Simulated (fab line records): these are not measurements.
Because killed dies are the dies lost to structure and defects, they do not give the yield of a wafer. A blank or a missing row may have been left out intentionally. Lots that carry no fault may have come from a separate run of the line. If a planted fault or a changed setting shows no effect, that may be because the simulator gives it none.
fab line records	flow n5Finfet
[record] lots = 6	wafers = 18	lastDay = 20
route steps=1938 shown MOL_CONTACT_COAG@566 BEOL_M4@1111
lots that met no fault: from a run of the same line without faults
startH: hours from the record's opening day to when the first of the lot's shown wafers began	waitH: time in hours since the lot's previous step	" same as the row above	L1.1+2: a row that stands for several wafers	- either no value or no given start	* or withheld: withheld	< > ~ a bound
route shown NAME@n: NAME is a module with steps in the file, n the number in the route of the first one	usual: mean/standard deviation taken from wafers without a fault	same: alike in all rows	chamber/n: place in a boat	sites: readings site by site	_std_site: the standard deviation of these	_edge_site: outer sites' mean less inner sites'	radiusMm: for every site, how far away it sits from the centre of the wafer	mask NAME#n: copy n	behind: tool/chamber where the wafer was last shaped	hold: what put the lot on hold/how long, in hours/how the hold closed	device: the n, p or np transistor that did not switch	end of line: tests run on the same wafers once the route is complete	a step with no rows: only its recipe	killed: the dies lost at the first sort to structure and to defects; this is not the yield of the wafer	map: the dies of a wafer, with x for killed, . for not killed, _ for no die there
set.NAME: the setting that was run; set.NAME@STEP: the one run at that earlier step	model.NAME: the simulator's own value behind a step, which no gauge read
lots at selected steps of the route; one table per step, one row per wafer
services: a tool's chamber out of use, with start hour (startH, from the record's first day; less than 0 if before it), hours out, and reason
[[steps]]
[step N5_MOL_CONTACT_COAG_COAT_77]
[recipe] resist = underlayer	tempC = 205	timeS = 60	spinRpm = 1500	resistThkNm = 10
[step N5_MOL_CONTACT_COAG_COAT_78]
[recipe] resist = CAR-EUV	spinRpm = 1500	resistThkNm = 40
[step N5_MOL_CONTACT_COAG_EBR_80]
[recipe] solvent = PGMEA	ebrWidthMm = 1.5
[step N5_MOL_CONTACT_COAG_SOFTBAKE_79]
[recipe] tempC = 110	timeS = 60	resist = CAR-EUV
[step N5_MOL_CONTACT_COAG_EXPOSE_81]
[recipe] maskId = VG	na = 0.33	sourceShape = annular	sigmaInner = 0.3	sigmaOuter = 0.7	polarization = unpolarized	defocusNm = 0	doseMj = 59.5
[step N5_MOL_CONTACT_COAG_PEB_82]
[recipe] pebTempC = 100	pebTimeS = 60	resist = CAR-EUV
[step N5_MOL_CONTACT_COAG_DEVELOP_83]
[recipe] developTimeS = 30	developer = TMAH	resist = CAR-EUV	rinseLiquid = surfactantRinse	dry = airSpin	devTempC = 23
[step N5_MOL_CONTACT_COAG_CD_MEAS_84]
[recipe] targetCdNm = 25.1	landingEnergyEv = 500	detector = seInlens	polarity = opening
[usual] cdNm = 25.09/0.25
lot.wafer	tool	chamber	startH	waitH	cdNm
L868.1	cdSem-03	0	97.60	-	24.96
L868.5	"	0	"	"	25.26
L868.6	"	0	"	"	25.12
L876.2	cdSem-01	0	148.62	-	25.17
L876.3	"	0	"	"	25.01
L876.5	"	0	"	"	25.16
L879.2	cdSem-03	0	168.20	-	25.04
L879.4	"	0	"	"	25.14
L879.5	"	0	"	"	25.39
L884.3	cdSem-03	0	194.12	-	25.24
L884.4	"	0	"	"	24.86
L884.5	"	0	"	"	25.23
L889.4	cdSem-01	0	223.80	-	24.74
L889.5	"	0	"	"	25.14
L889.6	"	0	"	"	24.51
L891.1	cdSem-01	0	235.06	-	24.62
L891.2	"	0	"	"	24.86
L891.4	"	0	"	"	25.17
[step N5_MOL_CONTACT_COAG_OVL_MEAS_85]
[recipe] pointsPerWafer = 522
[usual] VG_OVL = 0.2/0.69
lot.wafer	tool	chamber	startH	waitH	VG_OVL[nm]
L868.1	overlay-01	0	97.63	0.0	-0.2
L868.5	"	0	"	"	0.0
L868.6	"	0	"	"	0.6
L876.2	overlay-02	0	148.65	0.0	1.5
L876.3	"	0	"	"	0.3
L876.5	"	0	"	"	0.6
L879.2	overlay-02	0	168.23	0.0	0.6
L879.4	"	0	"	"	-0.1
L879.5	"	0	"	"	-0.4
L884.3	overlay-01	0	194.16	0.0	-1.3
L884.4	"	0	"	"	-0.5
L884.5	"	0	"	"	-1.1
L889.4	overlay-02	0	223.85	0.0	0.7
L889.5	"	0	"	"	0.1
L889.6	"	0	"	"	0.2
L891.1	overlay-01	0	235.09	0.0	-0.6
L891.2	"	0	"	"	1.0
L891.4	"	0	"	"	-0.3
[step N5_MOL_CONTACT_COAG_INSPECT_57]
[recipe] mode = adi	inspectInstrument = brightfield
[usual] rawDefectCount = 193/49
lot.wafer	tool	chamber	startH	waitH	rawDefectCount
L868.1	defectInspect-01	-	97.69	0.1	165
L868.5	"	-	"	"	326
L868.6	"	-	"	"	253
L876.2	defectInspect-01	-	148.70	0.0	183
L876.3	"	-	"	"	227
L876.5	"	-	"	"	158
L879.2	defectInspect-02	-	168.29	0.0	192
L879.4	"	-	"	"	146
L879.5	"	-	"	"	145
L884.3	defectInspect-01	-	194.21	0.0	172
L884.4	"	-	"	"	165
L884.5	"	-	"	"	210
L889.4	defectInspect-01	-	223.89	0.0	189
L889.5	"	-	"	"	234
L889.6	"	-	"	"	264
L891.1	defectInspect-01	-	235.15	0.1	169
L891.2	"	-	"	"	142
L891.4	"	-	"	"	169
[step N5_MOL_CONTACT_COAG_DESCUM_88]
[recipe] chemistry = O2	timeS = 7	sourcePowerW = 50	biasPowerW = 20	pressureMtorr = 20	rfFrequencyHz = 2.712e+07	tempC = 40	resist = CAR-EUV	o2FlowSccm = 225
[usual] drypumpMotorCurrentA = 5.9/0.5	oesProductAu = 0.74/0.078	rfVppV = 243.4/1.4	showerheadPlenumPTorr = 2.11/0.084	throttleValvePct = 20.41/0.3
lot.wafer	tool	chamber	startH	waitH	drypumpMotorCurrentA	oesProductAu	rfHoursCounterH	rfVppV	showerheadPlenumPTorr	throttleValvePct
L868.1	rieDiel-02	2	97.83	0.1	5.2	0.70	210	242.6	2.07	20.38
L868.5	"	1	"	"	5.5	0.75	-	244.5	2.09	20.79
L868.6	"	2	"	"	5.2	0.69	-	243.3	2.07	20.38
L876.2	rieDiel-02	3	148.74	0.0	6.3	0.73	169	242.4	2.00	20.13
L876.3	"	0	"	"	6.1	0.99	5	245.2	2.24	19.88
L876.5	"	3	"	"	6.3	0.74	-	243.1	2.00	20.14
L879.2	rieDiel-02	3	168.32	0.0	6.3	0.74	175	241.8	2.00	20.15
L879.4	"	0	"	"	6.1	0.96	10	245.5	2.24	19.87
L879.5	"	2	"	"	5.2	0.69	-	243.2	2.06	20.44
L884.3	rieDiel-06	3	194.24	0.0	6.8	0.70	226	244.5	2.14	20.28
L884.4	"	1	"	"	5.2	0.68	201	244.1	2.18	20.54
L884.5	"	2	"	"	6.1	0.67	-	243.5	2.17	20.62
L889.4	rieDiel-03	2	224.31	0.4	5.6	0.72	193	241.9	1.99	20.37
L889.5	"	1	"	"	6.0	0.76	-	244.3	2.19	21.01
L889.6	"	2	"	"	5.6	0.71	-	241.6	1.99	20.37
L891.1	rieDiel-02	3	235.19	0.0	6.4	0.71	201	241.6	1.99	20.19
L891.2	"	1	"	"	5.5	0.70	232	241.1	2.07	20.87
L891.4	"	1	"	"	5.5	0.70	-	243.8	2.07	20.86
[step N5_MOL_CONTACT_COAG_ETCH_89]
[recipe] chemistry = N2/H2	target = underlayer	targetDepthA = 130	maskMaterial = CAR-EUV	timeS = 10.4	ionEnergyEv = 200	pressureMtorr = 30	sourceW = 840	biasW = 150	n2FlowSccm = 200	h2FlowSccm = 200	ends = cleared
[usual] drypumpMotorCurrentA = 5.9/0.51	etchRfOnTimeS = 10.37/0.26	oesProductAu = 0.64/0.068	rfVppV = 524.4/2.9	showerheadPlenumPTorr = 2.56/0.098	throttleValvePct = 17.9/0.33
lot.wafer	tool	chamber	startH	waitH	drypumpMotorCurrentA	etchRfOnTimeS	oesProductAu	rfHoursCounterH	rfVppV	showerheadPlenumPTorr	throttleValvePct
L868.1	rieDiel-02	2	97.87	0.0	5.2	10.18	0.61	210	523.8	2.50	17.8
L868.5	"	1	"	"	5.5	10.40	0.64	-	524.5	2.54	18.2
L868.6	"	2	"	"	5.2	10.20	0.62	-	522.5	2.50	17.8
L876.2	rieDiel-02	3	148.77	0.0	6.4	10.44	0.62	169	519.8	2.44	17.6
L876.3	"	0	"	"	6.1	10.12	0.84	5	528.8	2.71	17.2
L876.5	"	3	"	"	6.3	10.57	0.62	-	519.2	2.44	17.6
L879.2	rieDiel-02	3	168.36	0.0	6.4	10.27	0.63	175	520.8	2.44	17.6
L879.4	"	0	"	"	6.1	9.84	0.83	10	528.8	2.71	17.2
L879.5	"	2	"	"	5.2	10.24	0.60	-	523.7	2.48	17.8
L884.3	rieDiel-06	3	194.28	0.0	6.8	10.72	0.59	226	526.3	2.62	17.9
L884.4	"	1	"	"	5.2	10.28	0.60	201	526.9	2.62	17.8
L884.5	"	2	"	"	6.2	10.61	0.59	-	527.0	2.63	18.1
L889.4	rieDiel-03	2	224.35	0.0	5.6	10.74	0.60	193	521.1	2.42	17.9
L889.5	"	1	"	"	5.9	10.00	0.66	-	528.1	2.64	18.5
L889.6	"	2	"	"	5.7	10.73	0.60	-	521.3	2.42	17.9
L891.1	rieDiel-02	3	235.22	0.0	6.4	10.32	0.61	201	520.0	2.43	17.7
L891.2	"	1	"	"	5.5	10.72	0.60	232	522.7	2.52	18.3
L891.4	"	1	"	"	5.5	10.69	0.59	-	521.3	2.52	18.3
[step N5_MOL_CONTACT_COAG_ETCH_90]
[recipe] chemistry = CF4	target = SiARC	targetDepthA = 130	maskMaterial = CAR-EUV	timeS = 21.7	ionEnergyEv = 80	pressureMtorr = 40	sourceW = 545	biasW = 36	Ar_flow_sccm = 100	cf4FlowSccm = 100	ends = cleared
[usual] drypumpMotorCurrentA = 5.9/0.5	etchRfOnTimeS = 21.6/0.5	oesProductAu = 0.64/0.067	rfVppV = 184.3/1.3	showerheadPlenumPTorr = 2.15/0.079	throttleValvePct = 15.62/0.28
lot.wafer	tool	chamber	startH	waitH	drypumpMotorCurrentA	etchRfOnTimeS	oesProductAu	rfHoursCounterH	rfVppV	showerheadPlenumPTorr	throttleValvePct
L868.1	rieDiel-02	2	97.89	0.0	5.2	21.6	0.61	210	181.5	2.14	15.72
L868.5	"	1	"	"	5.5	22.0	0.63	-	183.3	2.12	15.91
L868.6	"	2	"	"	5.2	21.3	0.61	-	185.5	2.14	15.73
L876.2	rieDiel-02	3	148.79	0.0	6.4	14.7	0.79	169	182.3	2.05	15.40
L876.3	"	0	"	"	6.1	20.8	0.84	5	187.1	2.28	14.94
L876.5	"	3	"	"	6.4	14.8	0.79	-	184.5	2.05	15.39
L879.2	rieDiel-02	3	168.38	0.0	6.4	14.6	0.80	175	181.9	2.05	15.40
L879.4	"	0	"	"	6.1	21.1	0.83	10	185.2	2.27	14.95
L879.5	"	2	"	"	5.2	14.6	0.75	-	183.9	2.13	15.79
L884.3	rieDiel-06	3	194.30	0.0	6.8	22.1	0.59	226	184.9	2.22	15.70
L884.4	"	1	"	"	5.2	21.2	0.60	201	184.3	2.21	15.69
L884.5	"	2	"	"	6.2	22.2	0.58	-	184.0	2.19	15.66
L889.4	rieDiel-03	2	224.37	0.0	5.6	21.9	0.61	193	182.3	2.05	15.66
L889.5	"	1	"	"	5.9	20.7	0.67	-	183.8	2.22	16.06
L889.6	"	2	"	"	5.7	21.8	0.61	-	183.4	2.04	15.65
L891.1	rieDiel-02	3	235.24	0.0	6.4	21.7	0.61	201	182.3	2.04	15.45
L891.2	"	1	"	"	5.5	22.3	0.60	232	183.2	2.10	16.01
L891.4	"	1	"	"	5.5	22.2	0.60	-	183.6	2.10	16.00
[step N5_MOL_CONTACT_COAG_ALD_131]
[recipe] material = SiO2	targetThkA = 50	tempC = 100	aldPrecursorFamily = BDEAS	aldCoReactant = O2-plasma	pulseTimeS = 1	coReactantPulseTimeS = 1	purgeTimeS = 2	coReactantPurgeTimeS = 2	aldCycles = 35	pressureTorr = 2
[usual] heaterPowerW = 79/7.1	precursorPulseHeightRel = 0.999/0.02
lot.wafer	tool	chamber	startH	waitH	heaterPowerW	precursorPulseHeightRel
L868.1	aldSin-02	1	97.97	0.1	81	0.981
L868.5	"	0	"	"	71	0.990
L868.6	"	3	"	"	85	0.998
L876.2	aldSin-03	2	148.87	0.1	88	1.017
L876.3	"	3	"	"	74	0.993
L876.5	"	0	"	"	68	0.990
L879.2	aldSin-01	3	168.46	0.1	68	0.977
L879.4	"	1	"	"	90	0.991
L879.5	"	1	"	"	88	0.965
L884.3	aldSin-02	1	194.38	0.1	79	0.965
L884.4	"	3	"	"	86	1.024
L884.5	"	0	"	"	74	0.960
L889.4	aldSin-02	2	224.45	0.1	68	1.030
L889.5	"	0	"	"	71	0.993
L889.6	"	3	"	"	86	1.034
L891.1	aldSin-03	0	235.32	0.1	67	1.014
L891.2	"	1	"	"	84	1.029
L891.4	"	2	"	"	86	0.979
[step N5_BEOL_M4_RC_MEAS_101]
[usual] DIBL_N = 36.3/1.6	DIBL_P = 36.4/2.1	IOFF_N = 0.16/0.032	IOFF_P = 0.22/0.044	ION_N = 675/12	ION_P = 463/8.3	SS_N = 71.6/0.64	SS_P = 73.3/0.67	VT_N = 250/3.3	VT_P = -250/3.7
lot.wafer	tool	chamber	startH	waitH	DIBL_N[mV/V]	DIBL_P[mV/V]	IOFF_N[nA/um]	IOFF_P[nA/um]	ION_N[uA/um]	ION_P[uA/um]	SS_N[mV/dec]	SS_P[mV/dec]	VT_N[mV]	VT_P[mV]
L868.1	prober-01	0	221.23	0.0	38.5	39.6	0.22	0.27	675	463	72.4	73.7	247	-250
L868.5	"	0	"	"	35.5	35.8	0.16	0.21	669	457	71.7	72.8	247	-248
L868.6	"	0	"	"	35.7	35.4	0.14	0.19	666	463	71.6	73.0	251	-249
L876.2	prober-01	0	254.86	0.2	37.6	37.0	0.17	0.28	682	475	72.1	72.7	250	-244
L876.3	"	0	"	"	40.7	41.1	0.23	0.41	683	480	73.0	75.3	246	-240
L876.5	"	0	"	"	37.5	37.5	0.17	0.29	677	472	72.6	73.3	248	-242
L879.2	prober-02	0	287.15	0.2	33.6	32.0	0.12	0.19	662	463	70.6	72.5	254	-250
L879.4	"	0	"	"	34.8	35.0	0.15	0.23	677	465	71.1	72.6	249	-247
L879.5	"	0	"	"	35.6	34.6	0.15	0.22	671	462	71.6	73.3	251	-247
L884.3	prober-02	0	310.25	0.3	34.7	33.3	0.13	0.18	667	459	71.3	72.8	248	-253
L884.4	"	0	"	"	35.7	34.1	0.14	0.19	667	460	71.6	73.3	252	-253
L884.5	"	0	"	"	34.7	33.7	0.14	0.19	689	471	70.9	72.8	251	-253
L889.4	prober-02	0	351.32	0.5	38.6	37.5	0.16	0.21	666	452	72.7	73.7	254	-253
L889.5	"	0	"	"	37.3	37.4	0.15	0.22	668	458	71.8	73.0	251	-251
L889.6	"	0	"	"	36.7	34.2	0.13	0.17	665	452	71.3	72.2	257	-254
L891.1	prober-01	0	381.10	0.0	36.1	35.0	0.16	0.21	677	464	72.1	72.6	251	-249
L891.2	"	0	"	"	37.0	36.6	0.17	0.23	676	468	72.2	73.1	249	-247
L891.4	"	0	"	"	36.2	36.2	0.16	0.23	686	473	71.7	72.7	248	-250
[[services]]
tool	chamber	startH	hours	kind
rieDiel-03	2	77.09	4.3	repair
rieDiel-06	-	79.36	2.8	pm
aldSin-03	3	83.57	6.5	repair
aldSin-03	3	111.15	14.7	repair
rieDiel-02	0	115.19	-	clean
rieDiel-02	0	115.19	-	consumableReplace:focusRing
rieDiel-02	0	115.19	-	consumableReplace:showerhead
rieDiel-02	0	115.19	21.1	scheduledDown
rieDiel-02	0	115.19	21.1	ventCycle
rieDiel-06	0	119.41	1.3	repair
rieDiel-03	2	127.70	2.8	repair
aldSin-01	3	131.40	31.4	repair
aldSin-02	-	176.76	14.0	pm
rieDiel-02	2	187.41	4.7	repair
aldSin-03	2	191.18	3.0	repair
rieDiel-06	2	204.99	5.7	repair
rieDiel-02	0	209.63	4.7	repair
rieDiel-02	2	215.22	8.0	repair
rieDiel-02	2	223.32	-	clean
rieDiel-02	2	223.32	-	consumableReplace:focusRing
rieDiel-02	2	223.32	17.2	scheduledDown
rieDiel-02	2	223.32	17.2	ventCycle
rieDiel-03	2	232.24	9.5	repair
rieDiel-06	-	234.94	0.5	repair
[[key]]
[firstSign] step = N5_MOL_CONTACT_COAG_ETCH_90	reading = etchRfOnTimeS	direction = down	sigmas = 14	usual = *	struck = *
[effect] step = N5_MOL_CONTACT_COAG_ETCH_90	reading = oesProductAu	direction = up	sigmas = 2.2	usual = 0.64	struck = 0.78
metAt N5_MOL_CONTACT_COAG_ETCH_90
struckWafers L876.2,L876.5,L879.2,L879.5
onsetBetween 97.89 148.79
[fault] kind = processParameterDrift	tool = rieDiel-02	chamber = -	onsetH = 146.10	steps = N5_MOL_CONTACT_COAG_ETCH_90	channel = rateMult	offset = 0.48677	shape = step	endH = 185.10	scope = struckWafersOnly
